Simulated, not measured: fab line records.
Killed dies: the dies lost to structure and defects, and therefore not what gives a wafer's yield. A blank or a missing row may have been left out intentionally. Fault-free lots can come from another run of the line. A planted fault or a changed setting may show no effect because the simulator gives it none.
Matching of chambers + flow n5-finfet + 4 sister chambers for N5_FIN_CUT_CUT_ETCH_27 on rie-diel-02
The step etches SiO2 in CHF3/O2, target depth 4 nm, overetch 2 nm, time 4.9 s. 8 wafers are shown with their chamber, then 9 later ones without.

== WAFERS WITH THEIR CHAMBER ==
| wafer  | chamber | drypump-motor-current-A (A) | rf-vpp-V (V) |
|--------|---------|-----------------------------|--------------|
| L077.5 | 0       | 5.6                         | 514          |
| L081.4 | 0       | 5.6                         | 514          |
| L081.5 | 3       | 6.2                         | 531          |
| L083.5 | 2       | 6.3                         | 521          |
| L083.6 | 1       | 5.2                         | 510          |
| L085.3 | 2       | 6.4                         | 520          |
| L085.4 | 1       | 5.2                         | 509          |
| L085.5 | 3       | 6.2                         | 530          |

== WAFERS WITH NO CHAMBER GIVEN ==
| wafer  | drypump-motor-current-A (A) | rf-vpp-V (V) |
|--------|-----------------------------|--------------|
| L091.2 | 5.6                         | 515          |
| L091.4 | 6.4                         | 520          |
| L091.6 | 6.2                         | 531          |
| L092.4 | 5.2                         | 509          |
| L092.5 | 5.6                         | 514          |
| L092.6 | 5.2                         | 509          |
| L093.1 | 6.4                         | 521          |
| L093.5 | 6.4                         | 520          |
| L093.6 | 5.2                         | 509          |

== THE CHAMBER EACH PASSED THROUGH ==
| wafer  | from the rows above | in truth |
|--------|---------------------|----------|
| L091.2 | 0                   | 0        |
| L091.4 | 2                   | 2        |
| L091.6 | 3                   | 3        |
| L092.4 | 1                   | 1        |
| L092.5 | 0                   | 0        |
| L092.6 | 1                   | 1        |
| L093.1 | 2                   | 2        |
| L093.5 | 2                   | 2        |
| L093.6 | 1                   | 1        |
Correct placement for 9 of the 9. From these rows, 0 cannot be placed. Wrongly placed: 0.
How it was worked out, from the rows above alone: a wafer's distance from a chamber is the root of the sum, over the readings, of the square of ((its reading less the chamber's mean) divided by the reading's scatter). The wafer belongs to the nearest chamber; if the next one is less than 2 further off, it can't be placed. A chamber's mean is the mean of its shown wafers. The scatter: the root of (the sum of the squares of (reading less its chamber's mean) over the shown wafers, divided by (wafers less chambers)).
